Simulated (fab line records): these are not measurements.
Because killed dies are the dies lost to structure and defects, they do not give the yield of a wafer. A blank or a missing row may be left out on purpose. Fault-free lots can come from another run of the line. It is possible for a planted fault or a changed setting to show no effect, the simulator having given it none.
Chamber matching / flow nandHarc / NHARC_A_STAIRCASE_ETCHBACK_157 on rieDiel-13: 4 sister chambers
The step etches the open film in CH3F/O2, target depth 90 nm, time 167.14 s. 8 wafers are shown with their chamber, then 10 later ones without.

WAFERS, EACH WITH ITS CHAMBER
wafer=L074.2; chamber=1; drypumpMotorCurrentA (A)=6.1; showerheadPlenumPTorr (Torr)=2.65
wafer=L085.5; chamber=1; drypumpMotorCurrentA (A)=6.1; showerheadPlenumPTorr (Torr)=2.63
wafer=L086.6; chamber=2; drypumpMotorCurrentA (A)=6.0; showerheadPlenumPTorr (Torr)=2.42
wafer=L089.5; chamber=3; drypumpMotorCurrentA (A)=5.2; showerheadPlenumPTorr (Torr)=2.47
wafer=L088.1; chamber=2; drypumpMotorCurrentA (A)=6.1; showerheadPlenumPTorr (Torr)=2.42
wafer=L088.6; chamber=0; drypumpMotorCurrentA (A)=5.5; showerheadPlenumPTorr (Torr)=2.51
wafer=L090.1; chamber=3; drypumpMotorCurrentA (A)=5.2; showerheadPlenumPTorr (Torr)=2.47
wafer=L090.4; chamber=0; drypumpMotorCurrentA (A)=5.5; showerheadPlenumPTorr (Torr)=2.50

WAFERS MISSING THEIR CHAMBER
wafer=L090.5; drypumpMotorCurrentA (A)=6.0; showerheadPlenumPTorr (Torr)=2.42
wafer=L093.2; drypumpMotorCurrentA (A)=6.0; showerheadPlenumPTorr (Torr)=2.41
wafer=L093.4; drypumpMotorCurrentA (A)=6.1; showerheadPlenumPTorr (Torr)=2.62
wafer=L093.6; drypumpMotorCurrentA (A)=5.2; showerheadPlenumPTorr (Torr)=2.47
wafer=L092.2; drypumpMotorCurrentA (A)=6.0; showerheadPlenumPTorr (Torr)=2.62
wafer=L092.3; drypumpMotorCurrentA (A)=5.2; showerheadPlenumPTorr (Torr)=2.47
wafer=L092.4; drypumpMotorCurrentA (A)=5.5; showerheadPlenumPTorr (Torr)=2.50
wafer=L096.1; drypumpMotorCurrentA (A)=5.5; showerheadPlenumPTorr (Torr)=2.50
wafer=L096.3; drypumpMotorCurrentA (A)=5.3; showerheadPlenumPTorr (Torr)=2.46
wafer=L096.6; drypumpMotorCurrentA (A)=5.5; showerheadPlenumPTorr (Torr)=2.50

WHICH CHAMBER EACH WENT THROUGH
wafer=L090.5; from the rows above=2; in truth=2
wafer=L093.2; from the rows above=2; in truth=2
wafer=L093.4; from the rows above=1; in truth=1
wafer=L093.6; from the rows above=3; in truth=3
wafer=L092.2; from the rows above=1; in truth=1
wafer=L092.3; from the rows above=3; in truth=3
wafer=L092.4; from the rows above=0; in truth=0
wafer=L096.1; from the rows above=0; in truth=0
wafer=L096.3; from the rows above=3; in truth=3
wafer=L096.6; from the rows above=0; in truth=0
10 of 10 placed correctly. Number that these rows cannot place: 0. Placed wrongly: 0.
How it was worked out, from the rows above alone: a wafer's distance from a chamber is the root of the sum, over the readings, of the square of ((its reading less the chamber's mean) divided by the reading's scatter). If the next closest chamber is less than 2 further off than the closest, the wafer can't be placed; otherwise it belongs to the closest. Each chamber's mean is taken over the wafers shown for it. How the scatter is found: for the shown wafers, subtract from each reading the mean of its chamber, square and add these, divide the total by (wafers less chambers), then take the root.
